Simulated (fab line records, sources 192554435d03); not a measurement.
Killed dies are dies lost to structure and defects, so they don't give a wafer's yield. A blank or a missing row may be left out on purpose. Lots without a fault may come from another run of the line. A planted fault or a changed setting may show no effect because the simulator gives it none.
Chamber matching | flow n5_finfet | N5_BEOL_M5_DESCUM_33 on rie_diel-04: 4 sister chambers
The step chemistry O2, time 7 s. 4 wafers are shown with their chamber, then 7 later ones without.

WAFERS WITH THEIR CHAMBER
wafer  | chamber | throttle_valve_pct (%)
L075.5 | 3       | 20.32
L078.6 | 1       | 20.51
L079.2 | 2       | 20.36
L079.3 | 0       | 20.49

WAFERS WITHOUT THEIR CHAMBER
wafer  | throttle_valve_pct (%)
L079.4 | 20.50
L084.2 | 20.52
L084.5 | 20.51
L084.6 | 20.38
L094.1 | 20.06
L094.4 | 20.40
L094.5 | 20.04

WHICH CHAMBER EACH WENT THROUGH
wafer  | from the rows above               | in truth
L079.4 | can't be placed: 0 or 1 or 2 or 3 | 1
L084.2 | can't be placed: 1 or 0 or 2 or 3 | 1
L084.5 | can't be placed: 1 or 0 or 2 or 3 | 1
L084.6 | can't be placed: 2 or 3 or 0 or 1 | 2
L094.1 | can't be placed: 3 or 2 or 0 or 1 | 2
L094.4 | can't be placed: 2 or 3 or 0 or 1 | 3
L094.5 | can't be placed: 3 or 2 or 0 or 1 | 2
Placed correctly: 0 of 7. Can't be placed from these rows: 7 (the true chamber is among the candidates in 7). Placed wrongly: 0.
How it was worked out, from the rows above alone: a wafer's distance from a chamber is the root of the sum, over the readings, of the square of ((its reading less the chamber's mean) divided by the reading's scatter). The wafer belongs to the nearest chamber; if the next one is less than 2 further off, it can't be placed. A chamber's mean is the mean of its shown wafers. The scatter: with one shown wafer a chamber, the root of the mean of the squares of how far each hidden wafer lies from its nearest shown one.
